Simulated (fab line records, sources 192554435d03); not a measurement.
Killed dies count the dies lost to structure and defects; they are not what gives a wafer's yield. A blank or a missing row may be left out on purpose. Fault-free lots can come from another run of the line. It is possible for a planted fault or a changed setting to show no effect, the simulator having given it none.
Comparing a struck lot with a sound one | flow n5 finfet | 22 out of 1938 route steps
Sound: wafers L331.4, L331.5, L331.6. Wafers struck: L334.3, L334.4, L334.5. At the end, the cause is stated.
Order at every step that has rows: each side's tool, ch and its chambers, its first start. Under that, the readings that differ: sound wafers | struck wafers | difference of the means | sigmas: that difference in standard deviations of wafers without a fault.
alike: a reading whose means differ by less than 2 such deviations, as well as words and numbers matching on both sides. not compared: withheld readings; readings where some wafer has no value; bounds like >300 that might hide an equal value; numbers whose values overlap and for which the record gives no deviation.
Wherever a step has rows on one side only, a row that says differs or no value, or a row with sigmas, the two part there. Non-overlapping numbers with no deviation appear without sigmas and do not part them. A reading that every wafer of one side lacks parts them only if that side has two wafers or more.

first, 9 steps without rows for these wafers: N5_FIN_SAQP_EBR_12; N5_FIN_SAQP_SOFTBAKE_11 (time 60 s); N5_FIN_SAQP_EXPOSE_13 (exposes mask FIN CORE, target cd 35.6 nm); N5_FIN_SAQP_PEB_14 (peb time 60 s); N5_FIN_SAQP_DEVELOP_15 (develop time 30 s); N5_FIN_SAQP_DESCUM_21 (chemistry O2, time 7.9 s); N5_FIN_SAQP_ETCH_51 (etches SiARC in CF4, target depth 45.5 nm, time 75.8 s); N5_FIN_SAQP_ETCH_52 (etches SOC in N2/H2, target depth 100 nm, overetch 20 nm, time 150 s); N5_FIN_SAQP_STRIP_53 (strips in N2/H2).
N5_FIN_SAQP_HM_OPEN_73: chemistry CHF3/O2, target SiO2, stops on a-Si, target depth 12 nm, time 16.8 s.
  sound on rie diel-01 ch 1,2,3, day 3 12:44; struck on rie diel-01 ch 1,2, day 4 03:59
  reading                                     | sound             | struck               | difference | sigmas
  oes product au (a.u.)                       | 0.55 0.44 0.50    | 0.38 0.43 0.38       | -0.10      | -2
  over etch frac                              | 1.8 1.8 1.8       | 3.2812 3.2812 3.2812 | +1.4812    |
  model.SOC_of_FIN_SAQP_COAT_49.thk nm (nm)   | 100.1 99.95 99.98 | 94.9 92.38 95.42     | -5.8       |
  model.SiARC_of_FIN_SAQP_COAT_50.thk nm (nm) | 5.045 6.865 4.782 | 0 0 0                | -6         |
  model.a-Si_of_FIN_SAQP_PECVD_06.thk nm (nm) | 61.51 60.58 60.15 | 56.2 57.44 56.43     | -4.1       |
  alike: drypump motor current A, rf vpp V, showerhead plenum p Torr, throttle valve pct
  not compared: rf hours counter h
then, 1 step without rows for these wafers: N5_FIN_SAQP_STRIP_74 (strips in CHF3/O2).
N5_FIN_SAQP_MANDREL_ETCH_22: etches a-Si in HBr/Cl2, stops on SiNx, target depth 60 nm, bt time 10 s, time 30 s.
  sound on rie si-01 ch 0,3, day 3 12:49; struck on rie si-03 ch 2,3, day 4 04:04
  reading                                   | sound             | struck            | difference | sigmas
  drypump motor current A (A)               | 5.68 5.81 5.68    | 5.06 5.31 5.06    | -0.58      | -2
  oes product au (a.u.)                     | 0.784 0.791 0.776 | 0.740 0.769 0.743 | -0.033     | -3
  model.SOC_of_FIN_SAQP_COAT_49.thk nm (nm) | 76.52 75.83 75.92 | 71.43 68.03 71.76 | -5.68      |
  model.etch.depth nm (nm)                  | 61.51 60.58 60.15 | 56.2 57.44 56.43  | -4.1       |
  alike: throttle valve pct
  not compared: rf hours counter h
then, 5 steps without rows for these wafers: N5_FIN_SAQP_STRIP_55 (strips in N2/H2); N5_FIN_SAQP_STRIP_23 (strips in SPM, time 750 s); N5_FIN_SAQP_SRD_66 (time 30 s); N5_FIN_SAQP_RECESS_75 (chemistry HF/NH3, target SiO2, target depth 14.4 nm, afs cycles 3, sublimation time 60 s); N5_FIN_SAQP_SPACER1_ALD_24 (deposits SiO2, target thk 20.3 nm, pulse time 1 s, purge time 2 s).
N5_FIN_SAQP_SPACER1_ETCHBACK_25: etches SiO2 in CHF3/O2, target depth 24.4 nm, time 12.2 s.
  sound on rie diel-02 ch 0,1,2, day 3 14:22; struck on rie diel-02 ch 1,2, day 4 06:05
  reading                                     | sound          | struck         | difference | sigmas
  model.a-Si_of_FIN_SAQP_PECVD_06.thk nm (nm) | 60.6 59.6 59.2 | 55.2 56.6 55.6 | -4.0       |
  alike: drypump motor current A, oes product au, rf vpp V, showerhead plenum p Torr, throttle valve pct
  not compared: rf hours counter h
then, 1 step without rows for these wafers: N5_FIN_SAQP_MANDREL1_REMOVE_56 (chemistry HBr/Cl2/O2, target a-Si, stops on SiNx, bt time 10 s).
N5_FIN_SAQP_ETCH_57: etches SiNx in CH3F/O2, target depth 32.5 nm, time 46.4 s.
  sound on rie diel-02 ch 1,2, day 3 14:37; struck on rie diel-02 ch 1,2, day 4 06:20
  reading                  | sound             | struck            | difference | sigmas
  model.etch.depth nm (nm) | 25.67 25.63 25.74 | 24.85 24.75 25.31 | -0.71      |
  alike: drypump motor current A, etch rf on time s, oes product au, rf vpp V, showerhead plenum p Torr, throttle valve pct
  not compared: rf hours counter h
then, 1 step without rows for these wafers: N5_FIN_SAQP_ETCH_65 (etches SiO2 in CF4, target depth 4 nm, time 4.4 s).
-- here the record skips 6 days between the struck wafers' starts before and after, leaving off in module FIN_SAQP and picking up in module BEOL_M4 (first step shown: number 1111 of the route) --
N5_BEOL_M4_RC_MEAS_101:
  sound on prober-02 ch 0, day 9 09:31; struck on prober-02 ch 0, day 10 00:40
  reading       | sound       | struck      | difference | sigmas
  ION_N (uA/um) | 685 700 706 | 662 682 675 | -24        | -2
  alike: DIBL_N, DIBL_P, IOFF_N, IOFF_P, ION_P, SS_N, SS_P, VT_N, VT_P

## WHERE THEY PART
Earliest at N5_FIN_SAQP_HM_OPEN_73; latest, in this record, at N5_BEOL_M4_RC_MEAS_101.

WHY: what had been put in by the simulator
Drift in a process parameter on rie diel-01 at N5_FIN_SAQP_HM_OPEN_73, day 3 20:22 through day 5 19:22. A move of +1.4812 in setting over etch frac, from 1.8. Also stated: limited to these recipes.
